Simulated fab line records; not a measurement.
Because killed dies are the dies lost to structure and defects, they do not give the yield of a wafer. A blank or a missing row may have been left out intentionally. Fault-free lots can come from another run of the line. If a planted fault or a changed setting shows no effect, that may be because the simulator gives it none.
What tool caused it?    flow n5-finfet    8 lots with 24 wafers sampled at 5 steps, on a route of 1938 steps

## WHAT THE GAUGES SHOWED, per wafer
N5_BEOL_M4_RC_MEAS_101.
lot   measured      on         DIBL_N (mV/V)
L460  day 9 16:41   prober-01  36.4 36.4 35.4
L463  day 10 14:10  prober-02  35.7 34.4 33.6
L466  day 11 10:28  prober-01  37.2 33.9 36.1
L469  day 12 01:50  prober-01  36.9 35.4 35.4
L472  day 13 00:23  prober-01  35.5 37.5 35.4
L474  day 13 03:45  prober-02  40.2 35.4 37.4
L473  day 13 21:21  prober-02  36.1 37.1 37.0
L476  day 14 04:16  prober-02  36.1 35.0 38.2

## WHICH TOOL RAN EACH LOT (tool, then ch and the chambers of the sampled wafers, then the start)
lot   N5_BEOL_M3_DESCUM_16                N5_BEOL_M3_STRIP_19                 N5_BEOL_M3_ETCH_69                  N5_BEOL_M3_ETCH_70
L460  rie-diel-03 ch 0,2,3, day 8 20:52   rie-diel-02 ch 1,2,3, day 8 21:13   rie-diel-03 ch 1,3, day 8 21:47     rie-diel-04 ch 0,1, day 8 23:11
L463  rie-diel-02 ch 0,1, day 9 14:46     rie-diel-02 ch 2,3, day 9 15:07     rie-diel-02 ch 0,2,3, day 9 15:49   rie-diel-03 ch 0,1,2, day 9 20:14
L466  rie-diel-02 ch 0,1,3, day 10 13:38  rie-diel-02 ch 1,3, day 10 13:59    rie-diel-02 ch 1,3, day 10 14:41    rie-diel-04 ch 0,3, day 10 17:26
L469  rie-diel-02 ch 1,2, day 11 07:56    rie-diel-04 ch 0,1,3, day 11 08:18  rie-diel-04 ch 0,1,3, day 11 08:58  rie-diel-04 ch 0,2, day 11 10:08
L472  rie-diel-02 ch 0,1,3, day 11 22:08  rie-diel-02 ch 0,1,3, day 11 22:30  rie-diel-04 ch 0,1,3, day 11 23:11  rie-diel-03 ch 0,1,2, day 12 11:04
L474  rie-diel-03 ch 0,2,3, day 12 12:07  rie-diel-03 ch 0,1,3, day 12 12:36  rie-diel-04 ch 0,3, day 12 13:17    rie-diel-03 ch 0,1,2, day 12 15:41
L473  rie-diel-02 ch 1,3, day 12 19:53    rie-diel-03 ch 0,3, day 12 20:17    rie-diel-03 ch 0,2, day 12 20:50    rie-diel-02 ch 0,3, day 13 00:25
L476  rie-diel-02 ch 0,2, day 12 21:38    rie-diel-02 ch 0,3, day 12 22:00    rie-diel-04 ch 0,1,2, day 12 22:37  rie-diel-04 ch 1,3, day 13 05:38
- N5_BEOL_M3_DESCUM_16: chemistry O2, time 7 s.
- N5_BEOL_M3_STRIP_19: strips in O2.
- N5_BEOL_M3_ETCH_69: etches SiARC in CF4, target depth 15.6 nm, time 26 s.
- N5_BEOL_M3_ETCH_70: etches SOC in N2/H2, target depth 80 nm, overetch 16 nm, time 120 s.

## THE ANSWER, worked out from the rows above alone
Rule: the usual values come from the lots themselves. Put in order of their means at a reading, lots are off if they are a third of the lots or fewer, leave a main group of 4 or more, and stand apart from it by a gap of 3 or more times the standard deviation of the main group's means; of several such gaps the widest counts. A main group is skipped when, at the precision printed for the reading in the tables above, its means are all equal. A lot without any number at a reading at which 4 lots or more have one is off too. All remaining lots with rows at the step are treated as sound.
No lot is off on any of the readings shown, so nothing can be concluded from this.

## WHAT THE SIMULATOR PUT IN
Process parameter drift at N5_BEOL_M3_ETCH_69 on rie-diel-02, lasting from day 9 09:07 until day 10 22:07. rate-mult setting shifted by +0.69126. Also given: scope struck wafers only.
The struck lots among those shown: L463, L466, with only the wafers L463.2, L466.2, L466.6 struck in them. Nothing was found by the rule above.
